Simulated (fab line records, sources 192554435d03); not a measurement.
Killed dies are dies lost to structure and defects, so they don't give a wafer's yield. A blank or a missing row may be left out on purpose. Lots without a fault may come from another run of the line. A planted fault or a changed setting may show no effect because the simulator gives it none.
Chamber matching | flow n5_finfet | N5_BEOL_M4_STRIP_19 on rie_diel-01: 4 sister chambers
The step strips in O2. 14 wafers are shown with their chamber, then 7 later ones without.

WAFERS WITH THEIR CHAMBER
wafer  | chamber | drypump_motor_current_A (A) | throttle_valve_pct (%) | showerhead_plenum_p_Torr (Torr)
L074.1 | 3       | 5.4                         | 16.37                  | 2.04
L074.4 | 0       | 4.7                         | 16.54                  | 2.06
L074.6 | 1       | 5.0                         | 17.21                  | 2.03
L081.1 | 0       | 4.7                         | 16.54                  | 2.06
L081.5 | 2       | 6.2                         | 16.43                  | 2.13
L081.6 | 1       | 5.0                         | 17.23                  | 2.02
L083.2 | 2       | 6.2                         | 16.43                  | 2.13
L083.4 | 1       | 5.0                         | 17.25                  | 2.02
L083.6 | 0       | 4.7                         | 16.56                  | 2.06
L085.2 | 2       | 6.1                         | 16.46                  | 2.13
L085.3 | 1       | 5.0                         | 17.28                  | 2.02
L085.6 | 0       | 4.7                         | 16.58                  | 2.05
L087.1 | 2       | 6.2                         | 16.44                  | 2.13
L087.2 | 0       | 4.7                         | 16.58                  | 2.05

SIGNATURES (means of the wafers above)
reading                  | chamber 0 | chamber 1 | chamber 2 | chamber 3 | scatter within a chamber
drypump_motor_current_A  | 4.700     | 5.000     | 6.175     | 5.400     | 0.0274
throttle_valve_pct       | 16.5600   | 17.2425   | 16.4400   | 16.3700   | 0.0221
showerhead_plenum_p_Torr | 2.0560    | 2.0225    | 2.1300    | 2.0400    | 0.00442
Rule: a wafer's distance from a chamber is the root of the sum, over the readings, of the square of ((its reading less the chamber's mean) divided by the reading's scatter). The wafer belongs to the nearest chamber; if the next one is less than 2 further off, it can't be placed. The scatter: the root of (the sum of the squares of (reading less its chamber's mean) over the shown wafers, divided by (wafers less chambers)).

WAFERS WITHOUT THEIR CHAMBER
wafer  | drypump_motor_current_A (A) | throttle_valve_pct (%) | showerhead_plenum_p_Torr (Torr)
L087.5 | 4.7                         | 16.58                  | 2.05
L090.2 | 6.2                         | 16.46                  | 2.13
L090.5 | 6.2                         | 16.47                  | 2.13
L090.6 | 5.0                         | 17.28                  | 2.02
L097.2 | 6.2                         | 16.50                  | 2.12
L097.4 | 5.0                         | 17.31                  | 2.01
L097.5 | 5.0                         | 17.31                  | 2.01

WHICH CHAMBER EACH WENT THROUGH
wafer  | from the rows above | in truth
L087.5 | 0                   | 0
L090.2 | 2                   | 2
L090.5 | 2                   | 2
L090.6 | 1                   | 1
L097.2 | 2                   | 2
L097.4 | 1                   | 1
L097.5 | 1                   | 1
Placed correctly: 7 of 7. Can't be placed from these rows: 0. Placed wrongly: 0.
